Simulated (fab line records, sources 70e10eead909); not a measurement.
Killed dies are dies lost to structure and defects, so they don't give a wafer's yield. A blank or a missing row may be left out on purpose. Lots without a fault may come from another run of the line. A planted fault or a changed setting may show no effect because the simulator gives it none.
Which tool did it? | flow nand_harc | 10 lots, 30 wafers sampled, at 5 steps of a route of 1302

WHAT THE GAUGES READ, wafer by wafer
NHARC_A_SLIT_CD_MEAS_21.
lot  | measured     | on        | cd_nm (nm)
L075 | day 20 19:07 | cd_sem-02 | 288.6 289.6 290.1
L077 | day 21 03:08 | cd_sem-03 | 289.9 289.0 288.7
L079 | day 22 06:10 | cd_sem-03 | 289.6 290.9 288.9
L083 | day 23 23:47 | cd_sem-02 | 289.4 290.4 289.5
L084 | day 24 16:52 | cd_sem-01 | 288.1 287.6 288.6
L085 | day 25 02:20 | cd_sem-03 | 290.3 288.9 289.9
L088 | day 26 00:10 | cd_sem-03 | 290.0 290.4 290.1
L090 | day 26 11:04 | cd_sem-03 | 290.7 290.4 290.3
L094 | day 28 01:17 | cd_sem-02 | 289.4 290.5 290.2
L095 | day 28 20:54 | cd_sem-01 | 287.3 287.5 288.0

WHICH TOOL RAN EACH LOT (tool, then ch and the chambers of the sampled wafers, then the start)
lot  | NHARC_A_STAIRCASE_TRIM_229         | NHARC_A_STAIRCASE_HM_OPEN_463                 | NHARC_A_STAIRCASE_STRIP_475                   | NHARC_A_SLIT_ETCH_24
L075 | rie_diel-06 ch 0,2,3, day 16 11:21 | rie_diel-01 ch 1,2,3, day 19 16:14 or earlier | rie_diel-06 ch 0,2, day 19 16:14              | rie_diel-05 ch 0,3, day 20 10:41
L077 | rie_diel-01 ch 0,2,3, day 17 07:14 | rie_diel-01 ch 0,2, day 20 19:17 or earlier   | rie_diel-13 ch 0,1,2, day 20 19:17 or earlier | rie_diel-05 ch 0,2, day 20 19:17
L079 | rie_diel-01 ch 1,2,3, day 18 10:08 | rie_diel-06 ch 0,2,3, day 21 23:56 or earlier | rie_diel-13 ch 0,2,3, day 21 23:56 or earlier | rie_diel-07 ch 0,1,3, day 21 23:56
L083 | rie_diel-01 ch 1,3, day 19 23:09   | rie_diel-01 ch 0,2,3, day 23 17:07 or earlier | rie_diel-13 ch 0,1, day 23 17:07 or earlier   | rie_diel-12 ch 1,2,3, day 23 17:07
L084 | rie_diel-06 ch 0,3, day 20 12:15   | rie_diel-06 ch 1,2, day 24 10:38 or earlier   | rie_diel-13 ch 2,3, day 24 10:38 or earlier   | rie_diel-05 ch 1,2,3, day 24 10:38
L085 | rie_diel-06 ch 0,1, day 20 23:13   | rie_diel-13 ch 2,3, day 24 20:10 or earlier   | rie_diel-06 ch 1,2,3, day 24 20:10 or earlier | rie_diel-05 ch 0,1, day 24 20:10
L088 | rie_diel-06 ch 0,2, day 22 06:10   | rie_diel-01 ch 1,2, day 25 16:16 or earlier   | rie_diel-01 ch 2,3, day 25 16:16 or earlier   | rie_diel-07 ch 0,1,3, day 25 16:16
L090 | rie_diel-01 ch 1,2,3, day 22 18:37 | rie_diel-06 ch 0,1,2, day 25 12:48 or earlier | rie_diel-13 ch 1,2,3, day 25 12:48            | rie_diel-07 ch 0,1,2, day 26 04:54
L094 | rie_diel-13 ch 0,1, day 24 01:22   | rie_diel-06 ch 0,1,2, day 27 15:44 or earlier | rie_diel-01 ch 1,3, day 27 15:44 or earlier   | rie_diel-05 ch 0,1, day 27 15:44
L095 | rie_diel-06 ch 1,2,3, day 24 23:49 | rie_diel-01 ch 1,2, day 27 21:44 or earlier   | rie_diel-06 ch 0,3, day 27 21:44              | rie_diel-07 ch 0,2, day 28 14:24
- NHARC_A_STAIRCASE_TRIM_229: chemistry O2, time 211.2 s.
- NHARC_A_STAIRCASE_HM_OPEN_463: chemistry O2/COS.
- NHARC_A_STAIRCASE_STRIP_475: strips in O2, time 20 s.
- NHARC_A_SLIT_ETCH_24: etches the open film in CF4/CHF3, target depth 121 nm, time 60.5 s.

THE ANSWER, worked out from the rows above alone
Rule: what is usual is taken from the lots themselves. Put in order of their means at a reading, lots are off if they are a third of the lots or fewer, leave a main group of 4 or more, and stand apart from it by a gap of 3 or more times the standard deviation of the main group's means; of several such gaps the widest counts. A main group whose means are all the same, to the digits that the tables above print for the reading, isn't used. A lot without any number at a reading at which 4 lots or more have one is off too. The other lots that the step has rows for count as sound.
No lot is off at any reading shown: from this, nothing can be told.

WHAT THE SIMULATOR HAD PUT IN
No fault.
